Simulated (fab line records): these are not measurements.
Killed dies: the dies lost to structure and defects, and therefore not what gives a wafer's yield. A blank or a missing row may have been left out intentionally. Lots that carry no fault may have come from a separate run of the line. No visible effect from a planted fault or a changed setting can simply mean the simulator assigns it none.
Which tool is to blame? + flow nandHarc + 6 lots, 18 wafers sampled, at 5 steps of a route of 1302

WHAT EACH GAUGE READ, for each wafer
NHARC_END_SORT_01.
| lot  | measured     | on        | killedAtArray |
|------|--------------|-----------|---------------|
| L222 | day 31 15:01 | prober-01 | 677 674 676   |

EACH LOT AND THE TOOL THAT RAN IT (in order: tool; ch and the chambers of the sampled wafers; start)
| lot  | NHARC_A_STAIRCASE_ETCH_197                   | NHARC_A_STAIRCASE_TRIM_198                   | NHARC_A_STAIRCASE_TRIM_233        | NHARC_A_STAIRCASE_STRIP_238         |
|------|----------------------------------------------|----------------------------------------------|-----------------------------------|-------------------------------------|
| L204 | rieDiel-03 ch 2,3, day 16 05:46 or earlier   | rieDiel-03 ch 0,1,2, day 16 05:46 or earlier | rieDiel-11 ch 2,3, day 16 05:46   | plasmaAsher-02 ch 0,1, day 16 06:19 |
| L210 | rieDiel-04 ch 1,2,3, day 18 17:43 or earlier | rieDiel-04 ch 0,2,3, day 18 17:43 or earlier | rieDiel-11 ch 1,2, day 18 17:43   | plasmaAsher-01 ch 0,1, day 18 18:26 |
| L216 | rieDiel-11 ch 0,1,2, day 20 09:59 or earlier | rieDiel-11 ch 1,2,3, day 20 09:59 or earlier | rieDiel-04 ch 1,2,3, day 20 09:59 | plasmaAsher-02 ch 0,1, day 20 10:31 |
| L222 | rieDiel-04 ch 1,2, day 23 09:23 or earlier   | rieDiel-04 ch 0,1,2, day 23 09:23 or earlier | rieDiel-03 ch 0,2,3, day 23 09:23 | plasmaAsher-02 ch 0,1, day 23 09:55 |
| L225 | rieDiel-04 ch 0,1,3, day 24 19:32 or earlier | rieDiel-04 ch 0,1,3, day 24 19:32 or earlier | rieDiel-03 ch 1,2,3, day 24 19:32 | plasmaAsher-01 ch 0,1, day 24 20:06 |
| L227 | rieDiel-04 ch 0,1, day 25 16:10 or earlier   | rieDiel-04 ch 0,1, day 25 16:10 or earlier   | rieDiel-11 ch 0,2,3, day 25 16:10 | plasmaAsher-02 ch 0,1, day 25 16:42 |
- NHARC_A_STAIRCASE_ETCH_197: etches the open film in C4F8/O2, target depth 100 nm, time 40.5 s.
- NHARC_A_STAIRCASE_TRIM_198: chemistry O2, time 211.2 s.
- NHARC_A_STAIRCASE_TRIM_233: chemistry O2, time 211.2 s.
- NHARC_A_STAIRCASE_STRIP_238: strips in O2.

THE ANSWER, worked out from the rows above alone
Rule: what is usual is taken from the lots themselves. The widest of any qualifying gaps counts: lots, ordered by their means at a reading, are off when they make up no more than a third of the lots, leave a main group of 4 or more, and stand apart from it by 3 or more times the standard deviation of that group's means. A main group whose means are all the same, to the digits that the tables above print for the reading, isn't used. Also off: a lot with no number at a reading for which 4 or more lots have one. The other lots that the step has rows for count as sound.
No lot is off at any reading shown: from this, nothing can be told.

WHAT WAS PUT IN BY THE SIMULATOR
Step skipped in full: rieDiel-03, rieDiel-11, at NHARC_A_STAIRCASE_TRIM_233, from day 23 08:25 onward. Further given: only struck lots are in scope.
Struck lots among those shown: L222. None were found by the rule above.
